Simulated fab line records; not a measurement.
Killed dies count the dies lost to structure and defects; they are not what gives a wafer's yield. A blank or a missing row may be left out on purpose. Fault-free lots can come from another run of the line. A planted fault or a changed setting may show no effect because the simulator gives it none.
Chamber matching    flow n5-finfet    rie-diel-04 running N5_GATE_CUT_DESCUM_18: 3 sister chambers
The step chemistry O2, time 7 s. 3 wafers are shown with their chamber, then 8 later ones without.

## WAFERS, EACH WITH ITS CHAMBER
wafer   chamber  throttle-valve-pct (%)
L084.2  0        20.86
L087.6  3        20.14
L090.1  1        20.59

## WAFERS WHOSE CHAMBER IS MISSING
wafer   throttle-valve-pct (%)
L090.4  20.59
L090.5  20.89
L092.3  20.15
L092.4  20.15
L092.6  20.90
L096.2  20.60
L096.3  20.14
L096.4  20.90

## THE CHAMBER EACH PASSED THROUGH
wafer   from the rows above  in truth
L090.4  1                    1
L090.5  0                    0
L092.3  3                    3
L092.4  3                    3
L092.6  0                    0
L096.2  1                    1
L096.3  3                    3
L096.4  0                    0
Correctly placed: 8 of 8. Not placeable from these rows: 0. Number placed wrongly: 0.
How it was worked out, from the rows above alone: a wafer's distance from a chamber is the root of the sum, over the readings, of the square of ((its reading less the chamber's mean) divided by the reading's scatter). The wafer belongs to the nearest chamber; if the next one is less than 2 further off, it can't be placed. For every chamber, the mean is computed from those of its wafers that are shown. The scatter: root of mean squared gap, hidden wafer to nearest shown wafer, with one shown wafer a chamber.
